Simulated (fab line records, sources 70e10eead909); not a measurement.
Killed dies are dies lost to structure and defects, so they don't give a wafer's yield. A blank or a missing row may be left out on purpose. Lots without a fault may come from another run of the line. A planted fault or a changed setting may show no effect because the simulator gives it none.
Chamber matching | flow nand_harc | NHARC_A_CONTACT_DEP_85 on pecvd-02: 3 sister chambers
The step deposits SiON, target thk 60 nm. 14 wafers are shown with their chamber, then 7 later ones without.

WAFERS WITH THEIR CHAMBER
wafer  | chamber | heater_power_w (W)
L074.1 | 2       | 782
L074.5 | 2       | 781
L074.6 | 1       | 774
L075.2 | 0       | 758
L075.3 | 2       | 795
L075.6 | 1       | 710
L084.2 | 0       | 629
L084.3 | 2       | 698
L084.6 | 1       | 663
L092.1 | 1       | 788
L092.2 | 2       | 788
L092.4 | 2       | 784
L094.3 | 0       | 750
L094.5 | 0       | 763

SIGNATURES (means of the wafers above)
reading        | chamber 0 | chamber 1 | chamber 2 | scatter within a chamber
heater_power_w | 725.00    | 733.75    | 771.33    | 51.4
Rule: a wafer's distance from a chamber is the root of the sum, over the readings, of the square of ((its reading less the chamber's mean) divided by the reading's scatter). The wafer belongs to the nearest chamber; if the next one is less than 2 further off, it can't be placed. The scatter: the root of (the sum of the squares of (reading less its chamber's mean) over the shown wafers, divided by (wafers less chambers)).

WAFERS WITHOUT THEIR CHAMBER
wafer  | heater_power_w (W)
L094.6 | 653
L095.1 | 748
L095.3 | 735
L095.4 | 688
L097.1 | 726
L097.4 | 757
L097.6 | 736

WHICH CHAMBER EACH WENT THROUGH
wafer  | from the rows above          | in truth
L094.6 | can't be placed: 0 or 1 or 2 | 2
L095.1 | can't be placed: 1 or 0 or 2 | 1
L095.3 | can't be placed: 1 or 0 or 2 | 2
L095.4 | can't be placed: 0 or 1 or 2 | 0
L097.1 | can't be placed: 0 or 1 or 2 | 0
L097.4 | can't be placed: 2 or 1 or 0 | 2
L097.6 | can't be placed: 1 or 0 or 2 | 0
Placed correctly: 0 of 7. Can't be placed from these rows: 7 (the true chamber is among the candidates in 7). Placed wrongly: 0.
